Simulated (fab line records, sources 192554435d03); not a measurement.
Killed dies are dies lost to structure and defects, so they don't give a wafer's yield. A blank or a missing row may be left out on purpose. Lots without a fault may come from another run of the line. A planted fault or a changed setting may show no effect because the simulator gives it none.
A struck lot beside a sound one | flow n5_finfet | 15 steps out of a route of 1938
Sound: wafers L238.2, L238.3, L238.6. Struck: wafers L234.1, L234.2, L234.6. The cause comes at the end.
At each step with rows: each side's tool, then ch and its chambers, then its first start. Under that, the readings that differ: sound wafers | struck wafers | difference of the means | sigmas: that difference in standard deviations of wafers without a fault.
alike: readings whose means differ by less than 2 such deviations, and words and numbers that are the same on both sides. not compared: withheld readings, readings that some wafer has no value for, bounds like >300 that may hide the same value, and numbers for which the record gives no deviation and whose values overlap.
The two part at a step that has a row with sigmas, a row that says differs or no value, or rows on one side only. Numbers that don't overlap but have no deviation are shown without sigmas and don't part them. A reading that every wafer of one side lacks parts them only if that side has two wafers or more.

first, 1 step without rows for these wafers: N5_BEOL_M14_STRIP_69 (strips in N2/H2).
N5_BEOL_M14_TRENCH_ETCH_34: etches SiO2 in C4F8/O2/Ar, target depth 556.65 nm, time 126.9 s.
  sound on rie_diel-04 ch 0,3, day 16 08:01; struck on rie_diel-01 ch 0,1,2, day 14 23:58
  alike: drypump_motor_current_A, oes_f_703_au, oes_product_au, rf_vpp_V, showerhead_plenum_p_Torr, throttle_valve_pct
  not compared: rf_hours_counter_h
then, 1 step without rows for these wafers: N5_BEOL_M14_STRIP_70 (strips in C4F8/O2/Ar).
N5_BEOL_M14_OCD_MEAS_35:
  sound on ocd-02, day 16 08:10; struck on ocd-02, day 15 00:07
  alike: trench_depth_nm
N5_BEOL_M14_STRIP_37: strips in O2.
  sound on rie_diel-04 ch 1,3, day 16 08:53; struck on rie_diel-03 ch 1,3, day 15 00:09
  alike: drypump_motor_current_A, oes_product_au, rf_vpp_V, showerhead_plenum_p_Torr, throttle_valve_pct
  not compared: rf_hours_counter_h
then, 3 steps without rows for these wafers: N5_BEOL_M14_ETCH_38 (etches SiCN in CF4/N2, target depth 106.5 nm, time 120.6 s); N5_BEOL_M14_PRECLEAN_39 (cleans in residue remover, time 60 s); N5_BEOL_M14_SRD_40 (time 30 s, dry time 30 s).
N5_BEOL_M14_DEGAS_41: time 60 s.
  sound on pvd_sputter-02, day 16 09:29; struck on pvd_sputter-03, day 15 01:43
  alike: heater_power_w
then, 1 step without rows for these wafers: N5_BEOL_M14_PRE_CLEAN_42 (time 30 s).
N5_BEOL_M14_SPUTTER_43: material TaN, target thk 15 nm, time 24.19 s.
  sound on pvd_sputter-02, day 16 09:34; struck on pvd_sputter-03, day 15 01:47
  alike: bias_v, cathode_dc_power_W, throttle_valve_pct
N5_BEOL_M14_SPUTTER_44: material Ta, target thk 15 nm, time 24.19 s.
  sound on pvd_sputter-02, day 16 09:38; struck on pvd_sputter-03, day 15 01:52
  alike: bias_v, cathode_dc_power_W, throttle_valve_pct
N5_BEOL_M14_SPUTTER_45: material Cu, target thk 100 nm, time 16.67 s.
  sound on pvd_sputter-02, day 16 09:43; struck on pvd_sputter-03, day 15 01:57
  reading                | sound             | struck            | difference | sigmas
  cathode_dc_power_W (W) | 25998 25994 26000 | 21170 21176 21175 | -4824      | -99 or more
  alike: bias_v, throttle_valve_pct
then, 1 step without rows for these wafers: N5_BEOL_M14_ECD_47 (material Cu, target thk 1248 nm).
N5_PASSIVATION_PROBE_49:
  the record has rows for the struck wafers here (prober-01, day 16 02:44) and none for the sound ones

WHERE THEY PART
First at N5_BEOL_M14_SPUTTER_45; last, within this record, at N5_PASSIVATION_PROBE_49.

WHY: what the simulator had put in
Process parameter drift: pvd_sputter-03, from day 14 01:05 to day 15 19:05, at N5_BEOL_M14_SPUTTER_45. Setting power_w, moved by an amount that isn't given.
